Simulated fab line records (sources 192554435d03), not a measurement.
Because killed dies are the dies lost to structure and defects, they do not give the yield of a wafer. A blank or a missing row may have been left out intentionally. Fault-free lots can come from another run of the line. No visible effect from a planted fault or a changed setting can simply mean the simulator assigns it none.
Problem report in the 8D (eight disciplines) form, filled by code -- flow n5_finfet -- the parts of the form that need people (team, actions taken, sign-off) are left out

== 1. WHAT WENT WRONG ==
At N5_BEOL_M6_COAT_71, spin_speed_rpm averages 1416.6 rpm over 6 wafers from 2 lots, while fault-free wafers read 1500.0 rpm, standard deviation 0.91. Relative to the usual mean, that is a shift of -92 standard deviations.
The step: time 60 s, resist thk 5 nm.
First seen on wafer L970.1, day 14 04:59, on litho_track-03. The record holds 18 wafers of 6 lots with a number at this step. The rule behind "out" and "out of limits": a value lying over 4 standard deviations away from the usual mean. Any other wafer with a number is counted as sound.

== 2. WHAT IT IS, AND WHAT IT ISN'T ==
question,is,is not
which readings at this step,spin_speed_rpm,-
which lots,"L970, L972","L954, L958, L966, L975"
which wafers of those lots,all that have a number,-
read on which tools,litho_track-03,"litho_track-02, litho_track-04"
when,from day 14 04:59,up to then (9 sound wafers); but 3 sound wafers of L975 came after

== 3. THE SUSPECTS, EACH WITH WHAT RULES IT OUT ==
Counting: any tool at a process step up to the reading is kept as a suspect provided that every lot that is out went through it and no sound lot did after the first of them.
- litho_track-03 at N5_BEOL_M6_COAT_71 (time 60 s, resist thk 5 nm): kept. It processed each lot that is out, first L970 at day 14 04:59, and no sound lot thereafter; up to then, the last sound lot it processed was L966 at day 12 21:29. On those wafers its own readings are out: spin_speed_rpm.
After counting, what remains is litho_track-03 at N5_BEOL_M6_COAT_71.

== 4. THE CAUSE (what the simulator had put in) ==
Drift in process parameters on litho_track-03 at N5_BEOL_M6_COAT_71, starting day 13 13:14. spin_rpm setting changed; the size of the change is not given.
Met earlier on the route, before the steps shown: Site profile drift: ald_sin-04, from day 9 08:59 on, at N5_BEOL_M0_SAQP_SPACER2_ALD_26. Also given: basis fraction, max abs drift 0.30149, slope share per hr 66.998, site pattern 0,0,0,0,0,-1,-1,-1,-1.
After counting, this tool was the only one left.

== 5. THE EFFECT CHAIN, in route order ==
One row per reading whose mean, taken over the struck wafers that have a number, lies over 3 standard deviations from the usual. Scope: only readings with a usual standard deviation given in the record; hours: median across lots of the time from each lot's start at the first step in this table that gives one to its start at this step; sigmas: change in usual standard deviations.
hours,step,reading,usual,on struck wafers,change,sigmas
0,N5_BEOL_M6_COAT_71,spin_speed_rpm,1500.0 rpm,1416.6,-83.4,-92
It contains these process steps:
- N5_BEOL_M6_COAT_71: time 60 s, resist thk 5 nm.
At these later measuring or inspecting steps, every struck wafer for which the step has a row has a number for every such reading, and none has moved that far: N5_BEOL_M6_CD_MEAS_28, N5_BEOL_M6_OVL_MEAS_29, N5_BEOL_M6_INSPECT_30.

== 6. WHAT WOULD HAVE CAUGHT IT SOONER ==
First out-of-limits reading in this record: day 14 04:59, which is 16 hours after fault onset at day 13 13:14.
